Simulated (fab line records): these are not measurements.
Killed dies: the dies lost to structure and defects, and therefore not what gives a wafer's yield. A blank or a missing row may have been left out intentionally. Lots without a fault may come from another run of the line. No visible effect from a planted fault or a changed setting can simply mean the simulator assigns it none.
Chamber matching / flow nand harc / 4 sister chambers for NHARC_A_WL_FILL_ETCHBACK_26 on rie si-06
The step etches the open film in HBr, target depth 52 nm, time 13.3 s. 14 wafers are shown with their chamber, then 7 later ones without.

WAFERS PAIRED WITH THEIR CHAMBERS
wafer=L075.2; chamber=0; drypump motor current A (A)=5.4; rf fwd power W (W)=342.2; oes product au (a.u.)=0.999
wafer=L075.3; chamber=2; drypump motor current A (A)=5.9; rf fwd power W (W)=343.3; oes product au (a.u.)=0.992
wafer=L075.5; chamber=3; drypump motor current A (A)=6.0; rf fwd power W (W)=341.5; oes product au (a.u.)=1.001
wafer=L074.3; chamber=1; drypump motor current A (A)=5.2; rf fwd power W (W)=341.4; oes product au (a.u.)=0.993
wafer=L074.4; chamber=2; drypump motor current A (A)=5.9; rf fwd power W (W)=344.6; oes product au (a.u.)=0.986
wafer=L074.5; chamber=1; drypump motor current A (A)=5.2; rf fwd power W (W)=342.8; oes product au (a.u.)=0.991
wafer=L081.1; chamber=1; drypump motor current A (A)=5.2; rf fwd power W (W)=338.8; oes product au (a.u.)=1.008
wafer=L081.2; chamber=2; drypump motor current A (A)=5.9; rf fwd power W (W)=343.0; oes product au (a.u.)=0.996
wafer=L081.4; chamber=3; drypump motor current A (A)=6.1; rf fwd power W (W)=341.5; oes product au (a.u.)=1.009
wafer=L086.1; chamber=2; drypump motor current A (A)=5.9; rf fwd power W (W)=345.8; oes product au (a.u.)=0.990
wafer=L086.5; chamber=0; drypump motor current A (A)=5.4; rf fwd power W (W)=342.2; oes product au (a.u.)=0.993
wafer=L086.6; chamber=3; drypump motor current A (A)=6.0; rf fwd power W (W)=340.5; oes product au (a.u.)=1.010
wafer=L090.1; chamber=0; drypump motor current A (A)=5.4; rf fwd power W (W)=342.6; oes product au (a.u.)=0.987
wafer=L090.3; chamber=2; drypump motor current A (A)=5.9; rf fwd power W (W)=346.7; oes product au (a.u.)=1.001

SIGNATURES (averages over the wafers above)
reading=drypump motor current A; chamber 0=5.400; chamber 1=5.200; chamber 2=5.900; chamber 3=6.033; scatter within a chamber=0.0258
reading=rf fwd power W; chamber 0=342.333; chamber 1=341.000; chamber 2=344.680; chamber 3=341.167; scatter within a chamber=1.38
reading=oes product au; chamber 0=0.99300; chamber 1=0.99733; chamber 2=0.99300; chamber 3=1.00667; scatter within a chamber=0.00652
Rule: a wafer lies at a distance from a chamber equal to the root of the sum of squares, over the readings, of (its reading less the chamber's mean, divided by the reading's scatter). The wafer belongs to the nearest chamber; if the next one is less than 2 further off, it can't be placed. The scatter: the root of (the sum of the squares of (reading less its chamber's mean) over the shown wafers, divided by (wafers less chambers)).

WAFERS MISSING THEIR CHAMBER
wafer=L090.6; drypump motor current A (A)=5.9; rf fwd power W (W)=345.2; oes product au (a.u.)=1.005
wafer=L094.1; drypump motor current A (A)=5.9; rf fwd power W (W)=342.2; oes product au (a.u.)=1.007
wafer=L094.3; drypump motor current A (A)=5.4; rf fwd power W (W)=341.0; oes product au (a.u.)=0.999
wafer=L094.4; drypump motor current A (A)=6.0; rf fwd power W (W)=340.1; oes product au (a.u.)=1.001
wafer=L096.1; drypump motor current A (A)=5.9; rf fwd power W (W)=343.4; oes product au (a.u.)=0.982
wafer=L096.3; drypump motor current A (A)=5.4; rf fwd power W (W)=344.0; oes product au (a.u.)=1.001
wafer=L096.6; drypump motor current A (A)=6.0; rf fwd power W (W)=341.7; oes product au (a.u.)=0.992

CHAMBER TAKEN BY EACH
wafer=L090.6; from the rows above=2; in truth=2
wafer=L094.1; from the rows above=2; in truth=2
wafer=L094.3; from the rows above=0; in truth=0
wafer=L094.4; from the rows above=3; in truth=3
wafer=L096.1; from the rows above=2; in truth=2
wafer=L096.3; from the rows above=0; in truth=0
wafer=L096.6; from the rows above=can't be placed: 3 or 2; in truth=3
Correct placement for 6 of the 7. Unplaceable from these rows: 1, with the true chamber sitting among the candidates in 1. Number placed wrongly: 0.
